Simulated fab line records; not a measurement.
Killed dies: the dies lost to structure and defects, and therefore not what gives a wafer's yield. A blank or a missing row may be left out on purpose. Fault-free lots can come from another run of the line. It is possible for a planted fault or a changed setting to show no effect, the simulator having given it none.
fab line records -- flow nandHarc
record: lots: 5, wafers: 15, lastDay: 24
route steps=1159 shown P_GATE@155 END@1159
lots that met no fault: from a run of the same line without faults
startH: the number of hours between the record's first day and the start of the first shown wafer of the lot -- waitH: hours from the lot's prior step to this one -- " unchanged from the row above -- L1.1+2: several wafers, shown together as one row -- - no value, or no start was given -- * or withheld: withheld -- < > ~ a bound
route shown NAME@n: a module of which the file shows steps, and the number in the route of the first -- usual: average and standard deviation across the fault-free wafers -- same: alike in all rows -- chamber/n: place in a boat -- sites: readings site by site -- _std_site: how widely they spread, as a standard deviation -- _edge_site: the outer-site mean with the inner-site mean subtracted -- radiusMm: for every site, how far away it sits from the centre of the wafer -- mask NAME#n: copy n -- behind: tool/chamber where the wafer was last shaped -- hold: what put the lot on hold/how long, in hours/how the hold closed -- device: whichever transistor did not switch (one of n, p or np) -- end of line: the same wafers' tests at the end of the route -- a step without rows: its recipe alone -- killed: count of dies lost to structure and defects at first sort (not the wafer's yield) -- map: a wafer's dies, x killed, . not, _ none there
set.NAME: the setting as run; set.NAME@STEP: as run at that earlier step -- model.NAME: the simulator's own value behind a step, which no gauge read
certain route steps with their lots: each step a table, each wafer a row
services: a tool's chamber out of use, with start hour (startH, from the record's first day; less than 0 if before it), hours out, and reason
== steps ==
step: NHARC_P_GATE_ALD_36
recipe: targetThkA: 200, pulseTimeS: 60, aldCycles: 223, tempC: 400, material: SiNx
usual: heaterPowerW: 818/120, precursorPulseHeightRel: 1.002/0.019, susceptorTempC: 399.99/0.22
same: pulseTimeS: 60
lot.wafer,tool,chamber,startH,waitH,heaterPowerW,precursorPulseHeightRel,susceptorTempC
L510.1,aldSin-02,2,144.83,-,864,1.047,400.30
L510.6,aldSin-02,1,147.99,-,619,1.028,399.98
L510.5,aldSin-02,2,149.04,-,900,0.970,400.37
L512.3,aldSin-04,3,169.15,-,924,1.011,399.58
L512.2,aldSin-04,0,170.20,-,724,1.004,399.99
L512.4,aldSin-04,1,171.24,-,830,0.999,399.51
L513.4,aldSin-03,3,169.74,-,828,1.026,400.17
L513.1,aldSin-03,2,172.89,-,700,1.058,399.45
L513.6,aldSin-03,3,173.93,-,797,1.007,399.66
L517.2,aldSin-03,1,187.31,-,881,1.014,399.83
L517.4,aldSin-03,2,193.03,-,705,1.021,399.60
L517.6,aldSin-03,3,194.46,-,814,1.000,399.99
L524.1,aldSin-03,1,234.28,-,855,1.025,399.86
L524.4,aldSin-03,3,236.41,-,824,1.008,399.94
L524.6,aldSin-03,1,238.53,-,867,1.015,400.07
step: NHARC_P_GATE_ETCHBACK_37
recipe: targetDepthA: 345, timeS: 17.2, chf3FlowSccm: 50, o2FlowSccm: 10, arFlowSccm: 200, rfW: 500, biasW: 200, chemistry: CHF3/O2
usual: drypumpMotorCurrentA: 5.6/0.32, mfcArSccm: 200.0/0.59, oesProductAu: 0.96/0.037, rfFwdPowerW: 489.2/2, rfVppV: 371.1/2.8, showerheadPlenumPTorr: 2.43/0.13, throttleValvePct: 20.573/0.0084
lot.wafer,tool,chamber,startH,waitH,drypumpMotorCurrentA,mfcArSccm,oesProductAu,rfFwdPowerW,rfHoursCounterH,rfVppV,showerheadPlenumPTorr,throttleValvePct
L510.1,rieDiel-11,3,-,-,5.8,200.3,0.93,486.3,26,371.1,2.44,20.575
L510.6,rieDiel-11,3,-,-,5.8,200.8,0.93,486.6,-,371.9,2.44,20.573
L510.5,rieDiel-11,0,-,-,5.6,199.3,0.92,485.9,-,373.7,2.54,20.580
L512.2,rieDiel-11,3,-,-,5.8,200.8,0.92,488.5,31,370.7,2.44,20.575
L512.3,rieDiel-11,0,-,-,5.6,200.5,0.93,487.8,31,372.5,2.54,20.582
L512.4,rieDiel-11,1,-,-,5.6,199.6,0.92,493.1,32,374.1,2.56,20.577
L513.4,rieDiel-11,1,-,-,5.6,199.1,0.92,491.8,32,373.8,2.56,20.563
L513.1,rieDiel-11,2,-,-,5.8,201.0,0.93,488.5,27,368.2,2.28,20.584
L513.6,rieDiel-11,1,-,-,5.6,199.8,0.93,490.3,-,372.5,2.56,20.564
L517.2,rieDiel-11,1,-,-,5.6,200.9,1.00,491.1,0,373.8,2.56,20.573
L517.4,rieDiel-11,2,-,-,5.8,199.6,1.00,487.2,0,367.0,2.28,20.587
L517.6,rieDiel-11,0,-,-,5.6,200.2,1.01,489.5,-,373.2,2.54,20.563
L524.4,rieDiel-01,2,-,-,6.6,199.5,1.00,487.3,34,371.1,2.40,20.568
L524.1,rieDiel-01,1,-,-,5.7,200.2,1.01,496.0,35,370.8,2.44,20.590
L524.6,rieDiel-01,2,-,-,6.6,199.8,1.00,484.8,-,370.8,2.40,20.580
step: NHARC_P_GATE_STRIP_101
recipe: timeS: 20, o2FlowSccm: 500, arFlowSccm: 0, biasW: 0, chemistry: O2
usual: drypumpMotorCurrentA: 5.7/0.31, mfcArSccm: 0.022/0.016, oesProductAu: 1.000/0.008, rfVppV: 57.9/0.82, showerheadPlenumPTorr: 3.55/0.18, throttleValvePct: 17.037/0.0091
lot.wafer,tool,chamber,startH,waitH,drypumpMotorCurrentA,mfcArSccm,oesProductAu,rfHoursCounterH,rfVppV,showerheadPlenumPTorr,throttleValvePct
L510.1,rieDiel-11,0,153.58,0.3,5.6,0.041,0.986,26,59.0,3.73,17.040
L510.5,rieDiel-11,3,153.58,0.3,5.8,0.036,1.010,-,58.0,3.59,17.050
L510.6,rieDiel-11,0,153.58,0.3,5.6,0.041,1.001,-,58.6,3.73,17.027
L512.4,rieDiel-11,2,178.69,0.1,5.8,0.024,1.013,27,57.4,3.35,17.028
L512.3,rieDiel-11,3,178.69,0.1,5.8,0.036,1.002,31,58.5,3.59,17.027
L512.2,rieDiel-11,1,178.69,0.1,5.6,0,1.014,32,58.1,3.75,17.041
L513.1,rieDiel-11,2,179.30,0.1,5.7,0.024,1.011,27,57.2,3.35,17.039
L513.4,rieDiel-11,3,179.30,0.1,5.8,0.036,1.010,31,56.6,3.59,17.029
L513.6,rieDiel-11,2,179.30,0.1,5.7,0.024,1.008,-,56.2,3.35,17.040
L517.4,rieDiel-11,3,199.20,0.1,5.8,0.036,0.991,0,59.1,3.59,17.043
L517.2,rieDiel-11,0,199.20,0.1,5.6,0.041,0.996,0,58.4,3.72,17.050
L517.6,rieDiel-11,2,199.20,0.1,5.8,0.024,0.998,-,56.7,3.35,17.040
L524.4,rieDiel-01,3,244.15,0.2,6.3,0.026,0.993,32,57.6,3.70,17.024
L524.1,rieDiel-01,2,244.15,0.2,6.6,0.044,1.011,34,57.0,3.53,17.039
L524.6,rieDiel-01,3,244.15,0.2,6.3,0.026,1.016,-,58.5,3.70,17.041
step: NHARC_P_GATE_PRECLEAN_97
recipe: timeS: 600, tempC: 120, chemistry: SPM
step: NHARC_P_GATE_SRD_98
step: NHARC_P_GATE_PRECLEAN_99
recipe: timeS: *, tempC: 50, bathAgeMin: 0, chemistry: SC1
step: NHARC_P_GATE_SRD_100
step: NHARC_P_GATE_DEHYDRATE_38
recipe: tempC: 150, timeS: 120
step: NHARC_P_GATE_HMDS_39
recipe: timeS: 30
step: NHARC_P_GATE_COAT_40
recipe: spinRpm: 3000
step: NHARC_P_GATE_SOFTBAKE_41
recipe: tempC: 122, timeS: 95
step: NHARC_P_GATE_EBR_42
step: NHARC_P_GATE_EXPOSE_43
recipe: na: 0.6, targetCdNm: 720, doseMj: 14.81, maskId: P_NSD
same: na: 0.6
lot.wafer,tool,chamber,startH,waitH,mask
L510.1+5+6,krfScanner-01,0,154.35,-,P_NSD#0
L512.2+3+4,krfScanner-01,0,179.58,-,P_PSD#0
L513.1+4+6,krfScanner-01,0,179.96,-,P_NSD#0
L517.2+4+6,krfScanner-03,0,199.97,-,P_NSD#0
L524.1+4+6,krfScanner-01,0,244.91,-,P_NSD#0
step: NHARC_P_GATE_PEB_44
recipe: pebTempC: 118, pebTimeS: 85
step: NHARC_P_GATE_DEVELOP_45
recipe: timeS: 70
step: NHARC_P_GATE_CD_MEAS_46
recipe: targetCdNm: 720, landingEnergyEv: 500
usual: cdNm: 719.8/1.3
same: landingEnergyEv: 500
lot.wafer,tool,chamber,startH,waitH,cdNm
L510.1,cdSem-03,0,154.50,-,718.5
L510.5,cdSem-03,0,154.50,-,720.1
L510.6,cdSem-03,0,154.50,-,718.2
L512.2,cdSem-02,0,179.74,-,-
L512.3,cdSem-02,0,179.74,-,-
L512.4,cdSem-02,0,179.74,-,-
L513.1,cdSem-03,0,180.12,-,720.2
L513.4,cdSem-03,0,180.12,-,719.6
L513.6,cdSem-03,0,180.12,-,718.3
L517.2,cdSem-02,0,200.12,-,720.1
L517.4,cdSem-02,0,200.12,-,718.1
L517.6,cdSem-02,0,200.12,-,717.6
L524.1,cdSem-01,0,245.07,-,720.3
L524.4,cdSem-01,0,245.07,-,720.2
L524.6,cdSem-01,0,245.07,-,720.6
step: NHARC_P_GATE_HARDBAKE_47
recipe: tempC: 125, timeS: 80
step: NHARC_END_SORT_01
recipe: tempC: 25
usual: killedAtArray: 24/7.4, killedAtOther: 0.5/0.81, killedAtPeriphery: 3.4/2.3, killedDies: 28/8, killedOpen: 3.4/1.8, killedShort: 2.0/1.4
same: grossDies: 677
lot.wafer,tool,chamber,startH,waitH,killedAtArray,killedAtOther,killedAtPeriphery,killedDies,killedOpen,killedShort
L510.1,prober-02,0,488.26,2.5,18,0,2,20,3,2
L510.5,prober-02,0,491.45,3.7,19,1,2,22,3,3
L510.6,prober-02,0,492.24,4.0,21,1,3,25,1,5
L512.2,prober-02,0,525.66,2.8,24,0,653,677,1,2
L512.3,prober-02,0,526.46,3.1,20,1,656,677,4,4
L512.4,prober-02,0,527.26,3.4,27,0,650,677,4,1
killed by level:class
L510.1 A_SLIT:chamberFilmFlake=8 A_CHANNEL_HOLE_D1:chamberFilmFlake=2 A_STAIRCASE:chamberFilmFlake=2 A_CONTACT:chamberFilmFlake=2 P_GATE:geometricParticle:open=1 A_CHANNEL_FILL_D1:geometricParticle:short=1 A_CONTACT:geometricParticle:open=1 A_CONTACT:geometricParticle:short=1
L510.5 A_SLIT:chamberFilmFlake=7 A_STAIRCASE:chamberFilmFlake=3 A_CHANNEL_HOLE_D1:chamberFilmFlake=2 A_CONTACT:chamberFilmFlake=2 P_CONTACT:geometricParticle:open=1 A_CHANNEL_FILL_D1:geometricParticle:short=1 A_WL_FILL:geometricParticle:short=1 A_CONTACT:geometricParticle:short=1
L510.6 A_SLIT:chamberFilmFlake=9 A_CHANNEL_HOLE_D1:chamberFilmFlake=5 A_M1:chamberFilmFlake=3 P_GATE:geometricParticle:short=1 P_GATE:geometricParticle:open=1 A_CHANNEL_HOLE_D1:geometricParticle:short=1 A_CHANNEL_FILL_D1:geometricParticle:short=1 A_SGD_CUT:geometricParticle:short=1
L512.2 P_GATE:areaExpose=652 A_CHANNEL_HOLE_D1:chamberFilmFlake=17 A_STAIRCASE:chamberFilmFlake=2 A_CONTACT:chamberFilmFlake=2 A_CHANNEL_HOLE_D1:geometricParticle:short=1 A_STAIRCASE:geometricParticle:short=1 A_BLC:geometricParticle:open=1 P_ZERO_WELL:chamberFilmFlake=1
L512.3 P_GATE:areaExpose=654 A_CHANNEL_HOLE_D1:chamberFilmFlake=6 A_STAIRCASE:chamberFilmFlake=6 A_ONON_D1:geometricParticle:short=2 A_ONON_D1:geometricParticle:open=2 P_STI:geometricParticle:short=1 A_WL_FILL:geometricParticle:open=1 A_M0:geometricParticle:short=1
L512.4 P_GATE:areaExpose=648 A_CHANNEL_HOLE_D1:chamberFilmFlake=17 A_STAIRCASE:chamberFilmFlake=6 A_M0:geometricParticle:open=2 P_GATE:geometricParticle:short=1 P_M2:geometricParticle:open=1 A_CHANNEL_FILL_D1:geometricParticle:open=1 A_ZERO_WELL:chamberFilmFlake=1
map L512.2 (x killed, . not)
____________x____________
_________xxxxxxx_________
_______xxxxxxxxxxx_______
______xxxxxxxxxxxxx______
_____xxxxxxxxxxxxxxx_____
____xxxxxxxxxxxxxxxxx____
____xxxxxxxxxxxxxxxxx____
___xxxxxxxxxxxxxxxxxxx___
___xxxxxxxxxxxxxxxxxxx___
__xxxxxxxxxxxxxxxxxxxxx__
__xxxxxxxxxxxxxxxxxxxxx__
_xxxxxxxxxxxxxxxxxxxxxxx_
_xxxxxxxxxxxxxxxxxxxxxxx_
_xxxxxxxxxxxxxxxxxxxxxxx_
_xxxxxxxxxxxxxxxxxxxxxxx_
_xxxxxxxxxxxxxxxxxxxxxxx_
xxxxxxxxxxxxxxxxxxxxxxxxx
xxxxxxxxxxxxxxxxxxxxxxxxx
xxxxxxxxxxxxxxxxxxxxxxxxx
xxxxxxxxxxxxxxxxxxxxxxxxx
xxxxxxxxxxxxxxxxxxxxxxxxx
_xxxxxxxxxxxxxxxxxxxxxxx_
_xxxxxxxxxxxxxxxxxxxxxxx_
_xxxxxxxxxxxxxxxxxxxxxxx_
_xxxxxxxxxxxxxxxxxxxxxxx_
_xxxxxxxxxxxxxxxxxxxxxxx_
__xxxxxxxxxxxxxxxxxxxxx__
__xxxxxxxxxxxxxxxxxxxxx__
___xxxxxxxxxxxxxxxxxxx___
___xxxxxxxxxxxxxxxxxxx___
____xxxxxxxxxxxxxxxxx____
____xxxxxxxxxxxxxxxxx____
_____xxxxxxxxxxxxxxx_____
______xxxxxxxxxxxxx______
_______xxxxxxxxxxx_______
_________xxxxxxx_________
____________x____________
map L524.4 (x killed, . not)
____________.____________
_________......._________
_______..........._______
______x............______
_____........x......_____
____.x.........x.....____
____.................____
___...................___
___x...........xx.....___
__.x.....x..x.xx.......__
__......x.....x........__
_......................._
_.....................x._
_......................._
_...........x..........._
_x...x.................._
.x.....................x.
x........................
xx.......................
xxx......................
xx.......................
_xx.x..................._
_xxx...................._
_...............x......._
_......................._
_......................._
__.....................__
__.....................__
___...................___
___...................___
____.................____
____...............x.____
_____..............._____
______.............______
_______..........._______
_________......._________
____________.____________
== services ==
tool,chamber,startH,hours,kind
rieDiel-01,-,137.80,9.0,pm
rieDiel-11,2,140.05,15.5,repair
rieDiel-11,0,144.25,-,clean
rieDiel-11,1,144.25,-,clean
rieDiel-11,3,144.25,-,clean
krfScanner-03,-,168.02,4.0,pm
rieDiel-11,0,168.77,-,clean
rieDiel-11,1,168.77,-,clean
rieDiel-11,2,168.77,-,clean
rieDiel-11,3,168.77,-,clean
aldSin-03,0,180.40,9.3,repair
rieDiel-11,-,189.50,9.0,pm
rieDiel-11,0,189.50,9.0,ventCycle
rieDiel-11,1,189.50,9.0,ventCycle
rieDiel-11,2,189.50,9.0,ventCycle
rieDiel-11,3,189.50,9.0,ventCycle
aldSin-04,-,190.31,10.0,pm
rieDiel-11,0,198.50,-,clean
rieDiel-11,1,198.50,-,clean
rieDiel-11,1,198.50,-,consumableReplace:focusRing
rieDiel-11,2,198.50,-,clean
rieDiel-11,3,198.50,-,clean
aldSin-02,-,231.10,10.0,pm
rieDiel-11,2,242.59,42.5,repair
== key ==
firstSign: step: NHARC_P_GATE_EXPOSE_43, reading: mask, direction: changed
effect: step: NHARC_P_GATE_CD_MEAS_46, reading: cdNm, direction: missing
effect: step: NHARC_END_SORT_01, reading: killedAtPeriphery, direction: up, sigmas: 99+, usual: 3.4, struck: 653
moreKillsBornAt: NHARC_P_GATE_EXPOSE_43@krfScanner-01: 1954
metAt NHARC_P_GATE_EXPOSE_43
struckWafers L512.2,L512.3,L512.4
laterRowsLeftOut L512.2,L512.3,L512.4
testerLeftOut L512
onsetBetween 154.35 179.58
fault: kind: wrongMask, tool: any, chamber: -, onsetH: 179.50, steps: NHARC_P_GATE_EXPOSE_43, auxCopy: P_PSD#0, scope: struckLotsOnly
testerLeftOut: of these lots the tester's yield and bins aren't shown, on N5 and GAA mostly nor the transistor test; their killed dies are dies lost to structure and defects alone, not to doping, threshold or leakage, so they don't give the yield
laterRowsLeftOut: the simulator's readings of these wafers behind a module that went badly wrong aren't trusted and aren't shown, but for the sort
